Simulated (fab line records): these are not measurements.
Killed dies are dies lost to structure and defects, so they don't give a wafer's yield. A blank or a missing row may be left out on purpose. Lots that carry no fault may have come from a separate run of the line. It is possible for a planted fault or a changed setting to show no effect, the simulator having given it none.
Struck lot and sound lot, side by side ; flow n5_finfet ; 28 steps out of a route of 1938
Sound: the wafers L688.2, L688.3, L688.6. Struck: wafer L702.3 (left out: L702.2, L702.6 of the same lot, which were not struck); the cause appears at the end.
Each step with rows lists, per side, the tool, then ch with its chambers, then its first start. Under that, the readings that differ: sound wafers ; struck wafers ; difference of the means ; sigmas: that difference in standard deviations of wafers without a fault.
alike: readings whose means differ by less than 2 such deviations, and words and numbers that are the same on both sides. not compared: withheld readings, readings that some wafer has no value for, bounds like >300 that may hide the same value, and numbers for which the record gives no deviation and whose values overlap.
A row with sigmas, a row that says differs or no value, or rows on one side alone: a step with any of these is where the two part. Non-overlapping numbers with no deviation appear without sigmas and do not part them. A reading missing from all wafers of one side parts the sides only when that side holds two or more wafers.

first, 9 steps without rows for these wafers: N5_FIN_CUT_COAT_19 (time 60 s, resist thk 20 nm); N5_FIN_CUT_COAT_29 (time 60 s, resist thk 10 nm); N5_FIN_CUT_COAT_02 (resist thk 30 nm); N5_FIN_CUT_EBR_04; N5_FIN_CUT_SOFTBAKE_03 (time 60 s); N5_FIN_CUT_EXPOSE_05 (exposes mask FIN CUT); N5_FIN_CUT_PEB_06 (peb time 60 s); N5_FIN_CUT_DEVELOP_07 (develop time 30 s); N5_FIN_CUT_DESCUM_13 (chemistry O2, time 7 s).
N5_FIN_CUT_ETCH_30: etches underlayer in N2/H2, target depth 13 nm, time 10.4 s.
  sound on rie_diel-04 ch 0,1,2, day 3 04:57; struck on rie_diel-04 ch 3, day 6 15:37
reading;sound;struck;difference;sigmas
rf_vpp_V (V);524.9 523.3 526.8;520.0;-5.0;-3
showerhead_plenum_p_Torr (Torr);2.54 2.45 2.66;2.40;-0.15;-2
  alike: drypump_motor_current_A, etch_rf_on_time_s, oes_product_au, throttle_valve_pct
  not compared: rf_hours_counter_h
then, 14 steps without rows for these wafers: N5_FIN_CUT_ETCH_20 (etches SiARC in CF4, target depth 26 nm, time 43.3 s); N5_FIN_CUT_ETCH_21 (etches SOC in N2/H2, target depth 219 nm, overetch 43.8 nm, time 523.5 s); N5_FIN_CUT_STRIP_23 (strips in N2/H2); N5_FIN_CUT_STRIP_31 (strips in N2/H2); N5_FIN_CUT_STRIP_24 (strips in CF4); N5_FIN_CUT_CUT_ETCH_26 (etches SiNx in CH3F/O2, target depth 39 nm, time 55.7 s); N5_FIN_CUT_CUT_ETCH_27 (etches SiO2 in CHF3/O2, target depth 4 nm, overetch 2 nm, time 4.9 s); N5_FIN_CUT_PRECLEAN_35 (cleans in vHF, time 13.3 s); N5_FIN_CUT_CUT_ETCH_15 (etches Si in HBr/Cl2/O2, target depth 100 nm, bt time 10 s, time 42.4 s); N5_FIN_CUT_CUT_ETCH_28 (etches Si in HBr/Cl2/O2, target depth 6 nm, time 2.4 s); N5_FIN_CUT_STRIP_22 (strips in N2/H2); N5_FIN_CUT_PRECLEAN_36 (cleans in O3/DIW, time 60 s); N5_FIN_CUT_SRD_32 (time 30 s); N5_FIN_CUT_UV_OZONE_34 (time 120 s).
N5_FIN_CUT_INSPECT_17: inspects for defects (brightfield).
  sound on defect_inspect-02, day 3 05:50; struck on defect_inspect-01, day 6 16:32
reading;sound;struck;difference;sigmas
raw_defect_count;231 160 142;750;+572;+9
then, 1 step without rows for these wafers: N5_STI_FIN_REVEAL_ALD_00 (deposits SiO2, target thk 1 nm, pulse time 1 s).
-- here the record skips 7 days between the struck wafers' starts before and after, leaving off in module STI_FIN_REVEAL and picking up in module BEOL_M4 (first step shown: number 1111 of the route) --
N5_BEOL_M4_RC_MEAS_101:
  sound on prober-01 ch 0, day 9 17:14; struck on prober-01 ch 0, day 13 11:55
reading;sound;struck;difference;sigmas
IOFF_P (nA/um);0.24 0.25 0.24;0.17;-0.07;-2
ION_N (uA/um);685 681 685;660;-24;-2
ION_P (uA/um);477 469 473;447;-26;-3
  alike: DIBL_N, DIBL_P, IOFF_N, SS_N, SS_P, VT_N, VT_P
-- the record jumps here: 4 days lie between the struck wafers' starts before and after (it left off in module BEOL_M4 and takes up again in module PASSIVATION, whose first step shown is number 1936 of the route) --
N5_PASSIVATION_PROBE_49:
  only the struck wafers here have rows in the record (prober-02, day 17 18:24); the sound ones have none

== WHERE THEY PART ==
First at N5_FIN_CUT_ETCH_30; last, within this record, at N5_PASSIVATION_PROBE_49.

WHY: whatever the simulator had introduced
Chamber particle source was rie_diel-04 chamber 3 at N5_FIN_CUT_ETCH_30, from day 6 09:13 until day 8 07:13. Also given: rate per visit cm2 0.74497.
